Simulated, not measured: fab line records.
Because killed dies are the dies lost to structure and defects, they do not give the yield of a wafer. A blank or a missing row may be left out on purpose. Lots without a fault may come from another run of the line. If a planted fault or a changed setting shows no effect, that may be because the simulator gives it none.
Chamber matching    flow nand harc    3 sister chambers for NHARC_P_M0_PRE_CLEAN_31 on pecvd-01
The step time 12 s. 20 wafers are shown with their chamber, then 10 later ones without.

## WAFERS WITH THEIR CHAMBER
wafer   chamber  heater power w (W)
L074.1  0        663
L074.5  2        746
L074.6  0        677
L075.1  2        643
L075.2  1        651
L075.4  1        639
L078.1  0        627
L078.2  2        706
L078.6  0        640
L078.3  1        687
L078.4  1        702
L078.5  2        710
L080.2  0        588
L080.5  0        598
L080.6  2        680
L082.1  1        644
L082.3  2        727
L082.6  1        632
L084.1  1        686
L084.4  2        762

SIGNATURES (means of the wafers above)
reading         chamber 0  chamber 1  chamber 2  scatter within a chamber
heater power w  632.17     663.00     710.57     34.7
Rule: distance of a wafer from a chamber = root of the sum over the readings of ((wafer's reading minus chamber's mean) / reading's scatter) squared. If the next closest chamber is less than 2 further off than the closest, the wafer can't be placed; otherwise it belongs to the closest. How the scatter is found: for the shown wafers, subtract from each reading the mean of its chamber, square and add these, divide the total by (wafers less chambers), then take the root.

## WAFERS WITHOUT THEIR CHAMBER
wafer   heater power w (W)
L084.6  684
L088.3  685
L088.4  665
L088.5  703
L088.1  680
L088.2  699
L088.6  664
L091.1  695
L091.3  685
L091.6  689

## THE CHAMBER EACH PASSED THROUGH
wafer   from the rows above           in truth
L084.6  can't be placed: 1 or 2 or 0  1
L088.3  can't be placed: 1 or 2 or 0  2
L088.4  can't be placed: 1 or 0 or 2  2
L088.5  can't be placed: 2 or 1 or 0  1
L088.1  can't be placed: 1 or 2 or 0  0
L088.2  can't be placed: 2 or 1 or 0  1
L088.6  can't be placed: 1 or 0 or 2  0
L091.1  can't be placed: 2 or 1 or 0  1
L091.3  can't be placed: 1 or 2 or 0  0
L091.6  can't be placed: 2 or 1 or 0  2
Placed correctly: 0 of 10. These rows do not allow placing 10 (true chamber among the candidates in 10). Placed wrongly: 0.
